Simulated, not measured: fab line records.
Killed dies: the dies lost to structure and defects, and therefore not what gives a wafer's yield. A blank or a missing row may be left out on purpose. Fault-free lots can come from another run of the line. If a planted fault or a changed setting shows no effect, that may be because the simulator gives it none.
A single fault, viewed from 3 desks -- flow n5-finfet -- each desk holds nothing but its own numbers, with what lay behind them at the end

== AT THE TOOL OWNER'S DESK: litho-track-03 ==
The tool's own readings at N5_BEOL_M5_COAT_60 (time 60 s, resist thk 12 nm): means of the sampled wafers that have a number, for each lot that ran on this tool. If a lot's mean is further than 4 standard deviations from the usual mean, the lot is out of limits and carries the mark OUT (the distance appears in the brackets).
Columns: A = chill-plate-temp-C at N5_BEOL_M5_COAT_60, usual 23.00 C; B = spin-speed-rpm at N5_BEOL_M5_COAT_60, usual 1500.0 rpm
lot,first seen here,A,B
L557,day 9 14:05,22.92,1500.4
L560,day 9 19:31,23.08,1500.7
L570,day 13 10:02,23.05,1556.2 (+56) OUT
L574,day 13 13:25,22.98,1554.7 (+55) OUT
This desk's finding: out of limits on L570, L574; first on L570, day 13 10:02 (spin-speed-rpm at N5_BEOL_M5_COAT_60). In limits: L557, L560.

== THE DEFECT DESK ==
What the inspections along the route counted, lot by lot: means of the sampled wafers that have a number. If a lot's mean is further than 4 standard deviations from the usual mean, the lot is out of limits and carries the mark OUT (the distance appears in the brackets).
Columns: A = raw-defect-count at N5_BEOL_M4_INSPECT_59, usual 70; B = raw-defect-count at N5_BEOL_M5_INSPECT_13, usual 412
lot,first seen here,A,B
L557,day 9 12:11,69,499
L560,day 9 17:23,68,358
L570,day 13 06:34,74,671
L574,day 13 09:56,87,569
L572,day 13 11:49,70,328
L578,day 15 11:41,70,401
Finding of this desk: none of the 6 lots has anything out of limits.

== FROM THE METROLOGY DESK ==
Lot by lot, what the gauges showed, no matter which tool ran the lot: averages of those sampled wafers that carry a number. If a lot's mean is further than 4 standard deviations from the usual mean, the lot is out of limits and carries the mark OUT (the distance appears in the brackets). 7 of its 14 readings are shown, namely those furthest out on some lot.
Columns: A = M4_RS at N5_BEOL_M4_RS_MEAS_58, usual 0.66 ohm/sq; B = DIBL_N at N5_BEOL_M4_RC_MEAS_101, usual 36.5 mV/V; C = DIBL_P at N5_BEOL_M4_RC_MEAS_101, usual 36.4 mV/V; D = IOFF_N at N5_BEOL_M4_RC_MEAS_101, usual 0.17 nA/um; E = ION_P at N5_BEOL_M4_RC_MEAS_101, usual 462 uA/um; F = SS_N at N5_BEOL_M4_RC_MEAS_101, usual 71.7 mV/dec; G = VT_N at N5_BEOL_M4_RC_MEAS_101, usual 249 mV
lot,first seen here,A,B,C,D,E,F,G
L557,day 9 12:09,0.64,38.1,37.4,0.19,458,71.8,247
L560,day 9 17:22,0.69,38.1,38.1,0.21,464,72.0,245
L570,day 13 06:32,0.71,33.9,34.2,0.12,461,71.1,255
L574,day 13 09:54,0.63,38.4,40.5,0.22,466,73.0,246
L572,day 13 11:47,0.71,37.3,38.2,0.18,472,71.6,246
L578,day 15 11:40,0.67,35.0,33.3,0.15,464,71.3,251
Finding of this desk: none of the 6 lots has anything out of limits.

== ALL TOGETHER ==
An alarm could have come from the tool owner's desk at day 13 10:02, on L570, L574.
Nothing the defect desk looked at was out of limits.
From the metrology desk's view, nothing was out of limits.
The defect desk has L570, L574 on record, within its limits.
The metrology desk holds a record of L570, L574, inside its limits.
N5_BEOL_M5_COAT_60 was run on litho-track-03 by each of the lots named.

== WHAT HAD BEEN PUT IN BY THE SIMULATOR ==
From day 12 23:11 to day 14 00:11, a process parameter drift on litho-track-03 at N5_BEOL_M5_COAT_60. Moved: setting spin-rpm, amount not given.
Lots struck among those shown: L570, L574.
Delay in hours, fault start to first out-of-limits reading, by desk: the tool owner's desk at 11.
